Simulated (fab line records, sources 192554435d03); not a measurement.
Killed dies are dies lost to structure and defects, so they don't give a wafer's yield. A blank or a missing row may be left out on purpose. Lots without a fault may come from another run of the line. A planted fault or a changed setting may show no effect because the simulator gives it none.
Chamber matching | flow n5_finfet | N5_BEOL_M10_ETCH_62 on rie_diel-03: 4 sister chambers
The step etches SOC in N2/H2, target depth 110 nm, overetch 22 nm, time 165 s. 14 wafers are shown with their chamber, then 7 later ones without.

WAFERS WITH THEIR CHAMBER
wafer  | chamber | showerhead_plenum_p_Torr (Torr) | drypump_motor_current_A (A) | throttle_valve_pct (%)
L074.1 | 0       | 2.63                            | 5.1                         | 17.77
L074.3 | 1       | 2.54                            | 6.3                         | 17.41
L074.5 | 2       | 2.45                            | 5.6                         | 17.95
L077.2 | 3       | 2.45                            | 5.7                         | 17.72
L077.3 | 2       | 2.45                            | 5.6                         | 17.95
L077.4 | 0       | 2.63                            | 5.2                         | 17.80
L079.2 | 3       | 2.44                            | 5.7                         | 17.73
L079.3 | 0       | 2.63                            | 5.2                         | 17.83
L079.5 | 3       | 2.44                            | 5.7                         | 17.73
L080.1 | 0       | 2.63                            | 5.2                         | 17.81
L080.3 | 3       | 2.44                            | 5.7                         | 17.74
L080.4 | 1       | 2.54                            | 6.3                         | 17.43
L081.1 | 1       | 2.54                            | 6.3                         | 17.41
L081.4 | 2       | 2.45                            | 5.6                         | 17.97

SIGNATURES (means of the wafers above)
reading                  | chamber 0 | chamber 1 | chamber 2 | chamber 3 | scatter within a chamber
showerhead_plenum_p_Torr | 2.6300    | 2.5400    | 2.4500    | 2.4425    | 0.00274
drypump_motor_current_A  | 5.175     | 6.300     | 5.600     | 5.700     | 0.0274
throttle_valve_pct       | 17.8025   | 17.4167   | 17.9567   | 17.7300   | 0.0162
Rule: a wafer's distance from a chamber is the root of the sum, over the readings, of the square of ((its reading less the chamber's mean) divided by the reading's scatter). The wafer belongs to the nearest chamber; if the next one is less than 2 further off, it can't be placed. The scatter: the root of (the sum of the squares of (reading less its chamber's mean) over the shown wafers, divided by (wafers less chambers)).

WAFERS WITHOUT THEIR CHAMBER
wafer  | showerhead_plenum_p_Torr (Torr) | drypump_motor_current_A (A) | throttle_valve_pct (%)
L081.6 | 2.45                            | 5.6                         | 17.99
L083.1 | 2.44                            | 5.7                         | 17.76
L083.2 | 2.44                            | 5.6                         | 18.00
L083.3 | 2.53                            | 6.3                         | 17.43
L091.1 | 2.43                            | 5.6                         | 18.01
L091.4 | 2.43                            | 5.7                         | 17.78
L091.6 | 2.53                            | 6.3                         | 17.45

WHICH CHAMBER EACH WENT THROUGH
wafer  | from the rows above | in truth
L081.6 | 2                   | 2
L083.1 | 3                   | 3
L083.2 | 2                   | 2
L083.3 | 1                   | 1
L091.1 | 2                   | 2
L091.4 | 3                   | 3
L091.6 | 1                   | 1
Placed correctly: 7 of 7. Can't be placed from these rows: 0. Placed wrongly: 0.
